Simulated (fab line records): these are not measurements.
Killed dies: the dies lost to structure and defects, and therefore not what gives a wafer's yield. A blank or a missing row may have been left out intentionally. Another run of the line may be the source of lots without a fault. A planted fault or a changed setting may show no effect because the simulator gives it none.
Which tool did it?    flow n5_finfet    Sampling: 24 lots, 72 wafers, 5 of 1938 route steps

== WHAT EACH GAUGE READ, for each wafer ==
N5_BEOL_M4_CD_MEAS_28: target cd 26.2 nm, target cd y 24.1 nm.
lot   measured      on         cd_nm (nm)
L075  day 7 10:01   cd_sem-02  26.42 26.03 26.41
L074  day 7 13:48   cd_sem-03  26.24 26.24 26.17
L076  day 7 16:47   cd_sem-02  26.19 26.26 25.96
L077  day 7 22:36   cd_sem-03  26.05 26.26 26.19
L079  day 8 18:15   cd_sem-02  26.61 26.04 25.94
L078  day 8 21:14   cd_sem-03  26.03 26.51 26.06
L080  day 9 06:16   cd_sem-01  26.23 26.16 26.36
L082  day 9 09:37   cd_sem-02  25.96 25.89 26.46
L081  day 9 09:56   cd_sem-01  26.15 26.62 26.57
L083  day 9 10:40   cd_sem-01  26.10 26.73 26.29
L084  day 10 04:41  cd_sem-03  25.91 26.35 25.91
L085  day 10 12:34  cd_sem-02  26.15 26.31 26.26
L086  day 10 16:43  cd_sem-01  26.47 26.26 25.94
L087  day 11 11:01  cd_sem-03  25.84 26.07 26.20
L088  day 11 17:28  cd_sem-01  26.20 26.21 26.37
L089  day 11 20:07  cd_sem-01  26.23 26.18 26.17
L091  day 11 21:04  cd_sem-03  26.29 25.77 26.26
L090  day 11 21:08  cd_sem-01  26.29 26.42 26.24
L092  day 12 05:47  cd_sem-02  25.99 26.36 26.58
L093  day 12 12:00  cd_sem-02  26.27 26.05 25.80
L094  day 12 14:46  cd_sem-01  26.79 26.26 26.12
L095  day 12 22:07  cd_sem-01  26.51 25.99 26.42
L096  day 13 07:56  cd_sem-02  26.07 26.07 26.84
L097  day 13 12:53  cd_sem-01  26.56 26.26 26.48

== EACH LOT AND THE TOOL THAT RAN IT (in order: tool; ch and the chambers of the sampled wafers; start) ==
lot   N5_BEOL_M3_ANNEAL_91          N5_BEOL_M3_CO_CAP_55              N5_BEOL_M4_ILD_DEP_00            N5_BEOL_M4_DESCUM_16
L075  pvd_sputter-01, day 7 04:38   cvd_co-01 ch 0,1,2, day 7 06:05   pecvd-04 ch 1,2, day 7 06:20     rie_diel-02 ch 0,3, day 7 09:08
L074  pvd_sputter-02, day 7 09:32   cvd_co-01 ch 0,1, day 7 11:00     pecvd-01 ch 1,2, day 7 11:15     rie_diel-06 ch 0,1,2, day 7 12:47
L076  pvd_sputter-03, day 7 12:34   cvd_co-02 ch 0, day 7 14:02       pecvd-01 ch 0,1,2, day 7 14:19   rie_diel-05 ch 0,1, day 7 16:00
L077  pvd_sputter-03, day 7 19:08   cvd_co-02 ch 0,2, day 7 20:35     pecvd-02 ch 0,1,2, day 7 20:52   rie_diel-06 ch 0,2,3, day 7 21:47
L079  pvd_sputter-03, day 8 13:24   cvd_co-01 ch 1,2, day 8 14:53     pecvd-04 ch 0,2, day 8 15:07     rie_diel-06 ch 0,1, day 8 17:22
L078  pvd_sputter-01, day 8 16:06   cvd_co-01 ch 0,1, day 8 17:41     pecvd-01 ch 0,1,2, day 8 18:12   rie_diel-02 ch 0,3, day 8 20:29
L080  pvd_sputter-03, day 9 01:58   cvd_co-01 ch 0,1,2, day 9 03:26   pecvd-04 ch 0,2, day 9 03:41     rie_diel-05 ch 1,2, day 9 05:22
L082  pvd_sputter-01, day 9 05:19   cvd_co-01 ch 1,2, day 9 06:46     pecvd-01 ch 1,2, day 9 07:01     rie_diel-02 ch 1,2,3, day 9 08:44
L081  pvd_sputter-02, day 9 05:21   cvd_co-01 ch 0,1, day 9 06:56     pecvd-01 ch 1,2, day 9 07:11     rie_diel-02 ch 1,3, day 9 09:08
L083  pvd_sputter-03, day 9 05:50   cvd_co-02 ch 0,1,2, day 9 07:46   pecvd-02 ch 0,2, day 9 08:01     rie_diel-05 ch 0,2, day 9 09:35
L084  pvd_sputter-02, day 9 23:43   cvd_co-02 ch 1,2, day 10 01:10    pecvd-01 ch 0,1, day 10 01:25    rie_diel-02 ch 0,1,2, day 10 03:54
L085  pvd_sputter-03, day 10 08:40  cvd_co-01 ch 0,2, day 10 10:08    pecvd-02 ch 1,2, day 10 10:22    rie_diel-05 ch 0,1,2, day 10 11:44
L086  pvd_sputter-02, day 10 12:42  cvd_co-02 ch 0,1, day 10 14:10    pecvd-04 ch 0,1,2, day 10 14:25  rie_diel-06 ch 0,3, day 10 15:06
L087  pvd_sputter-02, day 11 05:55  cvd_co-01 ch 0,1, day 11 07:22    pecvd-04 ch 0,2, day 11 07:37    rie_diel-06 ch 0,2, day 11 10:05
L088  pvd_sputter-02, day 11 13:38  cvd_co-01 ch 0,1, day 11 15:05    pecvd-02 ch 0,2, day 11 15:22    rie_diel-06 ch 0,1,3, day 11 16:40
L089  pvd_sputter-02, day 11 15:29  cvd_co-01 ch 0,1, day 11 17:10    pecvd-01 ch 0,2, day 11 17:28    rie_diel-05 ch 0,2, day 11 19:17
L091  pvd_sputter-01, day 11 17:16  cvd_co-02 ch 0,1,2, day 11 18:43  pecvd-02 ch 0,2, day 11 18:59    rie_diel-02 ch 0,3, day 11 20:03
L090  pvd_sputter-02, day 11 17:40  cvd_co-02 ch 0,1, day 11 19:07    pecvd-02 ch 0,2, day 11 19:24    rie_diel-06 ch 0,2,3, day 11 20:09
L092  pvd_sputter-01, day 12 02:17  cvd_co-02 ch 0,2, day 12 03:47    pecvd-01 ch 0,1,2, day 12 04:04  rie_diel-06 ch 0,1,2, day 12 04:49
L093  pvd_sputter-02, day 12 07:52  cvd_co-01 ch 1,2, day 12 09:31    pecvd-02 ch 0,2, day 12 09:45    rie_diel-06 ch 1,2, day 12 11:07
L094  pvd_sputter-02, day 12 09:53  cvd_co-01 ch 0,2, day 12 11:20    pecvd-02 ch 0,2, day 12 11:35    rie_diel-06 ch 0,1, day 12 14:01
L095  pvd_sputter-01, day 12 15:59  cvd_co-02 ch 0,2, day 12 17:26    pecvd-02 ch 0,2, day 12 17:44    rie_diel-06 ch 0,1, day 12 21:14
L096  pvd_sputter-03, day 13 02:40  cvd_co-01 ch 0,2, day 13 04:17    pecvd-02 ch 1,2, day 13 04:32    rie_diel-06 ch 0,1, day 13 07:00
L097  pvd_sputter-02, day 13 08:45  cvd_co-01 ch 0,1, day 13 10:13    pecvd-04 ch 0,1,2, day 13 10:28  rie_diel-02 ch 0,2,3, day 13 12:01
- N5_BEOL_M3_ANNEAL_91: time 240 s.
- N5_BEOL_M3_CO_CAP_55: material Co, precursor CCTBA/H2, target thk 2 nm, time 102.1 s.
- N5_BEOL_M4_ILD_DEP_00: deposits SiOC from DEMS/O2, target thk 79 nm, time 15.3 s.
- N5_BEOL_M4_DESCUM_16: chemistry O2, time 7 s.

== WHAT THE TOOLS THEMSELVES READ (means of the sampled wafers that have a number; where no wafer has one, the mark that the record gives instead) ==
N5_BEOL_M3_ANNEAL_91.
lot   tool            heater_power_w (W)
L075  pvd_sputter-01  866
L074  pvd_sputter-02  860
L076  pvd_sputter-03  868
L077  pvd_sputter-03  838
L079  pvd_sputter-03  904
L078  pvd_sputter-01  869
L080  pvd_sputter-03  828
L082  pvd_sputter-01  850
L081  pvd_sputter-02  867
L083  pvd_sputter-03  857
L084  pvd_sputter-02  872
L085  pvd_sputter-03  844
L086  pvd_sputter-02  882
L087  pvd_sputter-02  852
L088  pvd_sputter-02  869
L089  pvd_sputter-02  863
L091  pvd_sputter-01  883
L090  pvd_sputter-02  866
L092  pvd_sputter-01  927
L093  pvd_sputter-02  883
L094  pvd_sputter-02  855
L095  pvd_sputter-01  869
L096  pvd_sputter-03  831
L097  pvd_sputter-02  859

N5_BEOL_M3_CO_CAP_55.
lot   tool       heater_power_w (W)
L075  cvd_co-01  243
L074  cvd_co-01  238
L076  cvd_co-02  236
L077  cvd_co-02  225
L079  cvd_co-01  234
L078  cvd_co-01  247
L080  cvd_co-01  243
L082  cvd_co-01  237
L081  cvd_co-01  249
L083  cvd_co-02  232
L084  cvd_co-02  239
L085  cvd_co-01  254
L086  cvd_co-02  247
L087  cvd_co-01  244
L088  cvd_co-01  233
L089  cvd_co-01  244
L091  cvd_co-02  239
L090  cvd_co-02  249
L092  cvd_co-02  226
L093  cvd_co-01  244
L094  cvd_co-01  251
L095  cvd_co-02  221
L096  cvd_co-01  253
L097  cvd_co-01  241

N5_BEOL_M4_ILD_DEP_00.
lot   tool      heater_power_w (W)  showerhead_plenum_p_Torr (Torr)  throttle_valve_pct (%)
L075  pecvd-04  423                 5.684                            12.1
L074  pecvd-01  463                 5.702                            13.0
L076  pecvd-01  471                 5.702                            12.5
L077  pecvd-02  410                 5.682                            11.6
L079  pecvd-04  452                 5.702                            11.9
L078  pecvd-01  463                 5.705                            12.4
L080  pecvd-04  440                 5.700                            11.8
L082  pecvd-01  477                 5.706                            12.8
L081  pecvd-01  536                 5.701                            12.6
L083  pecvd-02  464                 5.697                            11.3
L084  pecvd-01  511                 5.689                            12.2
L085  pecvd-02  420                 5.683                            11.6
L086  pecvd-04  461                 5.687                            11.9
L087  pecvd-04  411                 5.705                            11.9
L088  pecvd-02  387                 5.695                            11.4
L089  pecvd-01  486                 5.694                            11.9
L091  pecvd-02  422                 5.702                            11.5
L090  pecvd-02  423                 5.700                            11.6
L092  pecvd-01  501                 5.692                            12.0
L093  pecvd-02  403                 5.695                            11.5
L094  pecvd-02  400                 5.709                            11.5
L095  pecvd-02  421                 5.693                            11.3
L096  pecvd-02  475                 5.686                            11.7
L097  pecvd-04  449                 5.677                            12.1

N5_BEOL_M4_DESCUM_16.
lot   tool         drypump_motor_current_A (A)  oes_product_au (a.u.)  rf_vpp_V (V)  showerhead_plenum_p_Torr (Torr)  throttle_valve_pct (%)
L075  rie_diel-02  5.8                          0.83                   243.6         2.08                             20.1
L074  rie_diel-06  5.5                          0.76                   242.9         2.09                             20.5
L076  rie_diel-05  5.0                          0.90                   242.3         2.05                             19.9
L077  rie_diel-06  6.1                          0.77                   243.0         2.13                             20.7
L079  rie_diel-06  5.0                          0.73                   242.5         2.11                             20.3
L078  rie_diel-02  5.7                          0.82                   242.7         2.06                             20.1
L080  rie_diel-05  5.1                          0.88                   242.7         2.07                             20.0
L082  rie_diel-02  5.7                          0.78                   243.9         2.17                             20.2
L081  rie_diel-02  5.9                          0.76                   243.7         2.12                             20.2
L083  rie_diel-05  5.3                          0.80                   243.1         2.05                             20.2
L084  rie_diel-02  5.7                          0.80                   243.2         2.14                             20.3
L085  rie_diel-05  5.2                          0.81                   242.3         2.06                             20.1
L086  rie_diel-06  6.1                          0.76                   244.1         2.19                             20.6
L087  rie_diel-06  6.0                          0.75                   242.4         2.06                             20.8
L088  rie_diel-06  5.6                          0.83                   244.0         2.15                             20.3
L089  rie_diel-05  5.4                          0.77                   241.4         2.04                             20.3
L091  rie_diel-02  5.7                          0.79                   242.8         2.05                             20.1
L090  rie_diel-06  6.1                          0.75                   242.8         2.13                             20.7
L092  rie_diel-06  5.5                          0.82                   242.9         2.08                             20.4
L093  rie_diel-06  6.0                          0.76                   241.6         2.01                             20.8
L094  rie_diel-06  5.1                          0.89                   243.8         2.10                             20.0
L095  rie_diel-06  5.0                          0.87                   244.0         2.16                             20.1
L096  rie_diel-06  5.0                          0.85                   244.3         2.16                             20.1
L097  rie_diel-02  5.6                          0.79                   243.2         2.11                             20.2

== THE ANSWER, worked out from the rows above alone ==
Rule: the usual values come from the lots themselves. The widest of any qualifying gaps counts: lots, ordered by their means at a reading, are off when they make up no more than a third of the lots, leave a main group of 4 or more, and stand apart from it by 3 or more times the standard deviation of that group's means. The tables above print the reading to a certain number of digits; a main group whose means all agree to those digits is not used. Also off: a lot with no number at a reading for which 4 or more lots have one. All remaining lots with rows at the step are treated as sound. First the gauges in route order, then the tools' own readings, where a lot's mean is used as printed above. The first step at which some lot is off is used, and at that step the reading that is off furthest; a lot without a number counts as furthest.
Across all readings shown, no lot is off: no conclusion can be drawn from this.

== WHAT HAD BEEN PUT IN BY THE SIMULATOR ==
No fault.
